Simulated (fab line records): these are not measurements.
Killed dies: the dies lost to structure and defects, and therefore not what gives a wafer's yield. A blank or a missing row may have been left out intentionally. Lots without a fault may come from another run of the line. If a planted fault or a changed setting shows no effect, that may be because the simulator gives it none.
Chamber matching | flow n5_finfet | N5_BEOL_M8_STRIP_67 on rie_diel-01 has 4 sister chambers
The step strips in CF4. 8 wafers are shown with their chamber, then 10 later ones without.

## WAFERS, EACH WITH ITS CHAMBER
wafer  | chamber | drypump_motor_current_A (A) | showerhead_plenum_p_Torr (Torr)
L080.5 | 3       | 5.1                         | 1.70
L085.4 | 3       | 5.1                         | 1.69
L087.3 | 0       | 5.5                         | 1.82
L089.1 | 2       | 6.6                         | 1.78
L089.2 | 1       | 6.6                         | 1.81
L089.3 | 0       | 5.4                         | 1.81
L089.4 | 2       | 6.6                         | 1.78
L089.5 | 1       | 6.6                         | 1.81

## WAFERS WITHOUT THEIR CHAMBER
wafer  | drypump_motor_current_A (A) | showerhead_plenum_p_Torr (Torr)
L089.6 | 5.5                         | 1.82
L094.1 | 5.1                         | 1.90
L094.5 | 6.6                         | 1.78
L094.6 | 6.6                         | 1.81
L093.2 | 6.6                         | 1.81
L093.4 | 6.6                         | 1.78
L093.6 | 5.5                         | 1.81
L095.2 | 6.6                         | 1.81
L095.4 | 5.2                         | 1.90
L095.6 | 5.5                         | 1.81

## WHICH CHAMBER EACH WENT THROUGH
wafer  | from the rows above | in truth
L089.6 | 0                   | 0
L094.1 | 0                   | 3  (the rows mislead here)
L094.5 | 2                   | 2
L094.6 | 1                   | 1
L093.2 | 1                   | 1
L093.4 | 2                   | 2
L093.6 | 0                   | 0
L095.2 | 1                   | 1
L095.4 | 0                   | 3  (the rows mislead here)
L095.6 | 0                   | 0
8 of 10 placed correctly. From these rows, 0 cannot be placed. Number placed wrongly: 2.
How it was worked out, from the rows above alone: a wafer's distance from a chamber is the root of the sum, over the readings, of the square of ((its reading less the chamber's mean) divided by the reading's scatter). If the next closest chamber is less than 2 further off than the closest, the wafer can't be placed; otherwise it belongs to the closest. A chamber's mean is the mean of its shown wafers. The scatter: the root of (the sum of the squares of (reading less its chamber's mean) over the shown wafers, divided by (wafers less chambers)).
